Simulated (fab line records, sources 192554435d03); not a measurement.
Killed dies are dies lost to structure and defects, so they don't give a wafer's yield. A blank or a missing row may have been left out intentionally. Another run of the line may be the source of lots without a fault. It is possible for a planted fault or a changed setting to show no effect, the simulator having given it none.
Chamber matching || flow n5 finfet || 4 sister chambers for N5_BEOL_M4_STRIP_66 on rie diel-02
The step strips in CF4. 8 wafers are shown with their chamber, then 8 later ones without.

## WAFERS WITH THEIR CHAMBER
{"wafer": "L075.4", "chamber": 1, "drypump motor current A (A)": 5.3, "showerhead plenum p Torr (Torr)": 1.84}
{"wafer": "L078.3", "chamber": 2, "drypump motor current A (A)": 6.6, "showerhead plenum p Torr (Torr)": 1.72}
{"wafer": "L078.6", "chamber": 3, "drypump motor current A (A)": 5.5, "showerhead plenum p Torr (Torr)": 1.77}
{"wafer": "L081.4", "chamber": 2, "drypump motor current A (A)": 6.6, "showerhead plenum p Torr (Torr)": 1.72}
{"wafer": "L086.1", "chamber": 0, "drypump motor current A (A)": 5.4, "showerhead plenum p Torr (Torr)": 1.81}
{"wafer": "L086.2", "chamber": 1, "drypump motor current A (A)": 5.4, "showerhead plenum p Torr (Torr)": 1.83}
{"wafer": "L086.3", "chamber": 3, "drypump motor current A (A)": 5.5, "showerhead plenum p Torr (Torr)": 1.76}
{"wafer": "L090.3", "chamber": 0, "drypump motor current A (A)": 5.4, "showerhead plenum p Torr (Torr)": 1.81}

## WAFERS MISSING THEIR CHAMBER
{"wafer": "L090.4", "drypump motor current A (A)": 5.5, "showerhead plenum p Torr (Torr)": 1.76}
{"wafer": "L090.6", "drypump motor current A (A)": 5.4, "showerhead plenum p Torr (Torr)": 1.83}
{"wafer": "L092.2", "drypump motor current A (A)": 5.4, "showerhead plenum p Torr (Torr)": 1.81}
{"wafer": "L092.3", "drypump motor current A (A)": 5.5, "showerhead plenum p Torr (Torr)": 1.76}
{"wafer": "L092.4", "drypump motor current A (A)": 6.6, "showerhead plenum p Torr (Torr)": 1.71}
{"wafer": "L095.2", "drypump motor current A (A)": 5.4, "showerhead plenum p Torr (Torr)": 1.83}
{"wafer": "L095.3", "drypump motor current A (A)": 6.6, "showerhead plenum p Torr (Torr)": 1.71}
{"wafer": "L095.4", "drypump motor current A (A)": 5.4, "showerhead plenum p Torr (Torr)": 1.80}

## EACH ONE'S CHAMBER
{"wafer": "L090.4", "from the rows above": 3, "in truth": 3}
{"wafer": "L090.6", "from the rows above": 1, "in truth": 1}
{"wafer": "L092.2", "from the rows above": 0, "in truth": 0}
{"wafer": "L092.3", "from the rows above": 3, "in truth": 3}
{"wafer": "L092.4", "from the rows above": 2, "in truth": 2}
{"wafer": "L095.2", "from the rows above": 1, "in truth": 1}
{"wafer": "L095.3", "from the rows above": 2, "in truth": 2}
{"wafer": "L095.4", "from the rows above": 0, "in truth": 0}
Correct placement for 8 of the 8. Not placeable from these rows: 0. Placed wrongly: 0.
How it was worked out, from the rows above alone: a wafer's distance from a chamber is the root of the sum, over the readings, of the square of ((its reading less the chamber's mean) divided by the reading's scatter). If the next closest chamber is less than 2 further off than the closest, the wafer can't be placed; otherwise it belongs to the closest. Each chamber's mean is taken over the wafers shown for it. How the scatter is found: for the shown wafers, subtract from each reading the mean of its chamber, square and add these, divide the total by (wafers less chambers), then take the root.
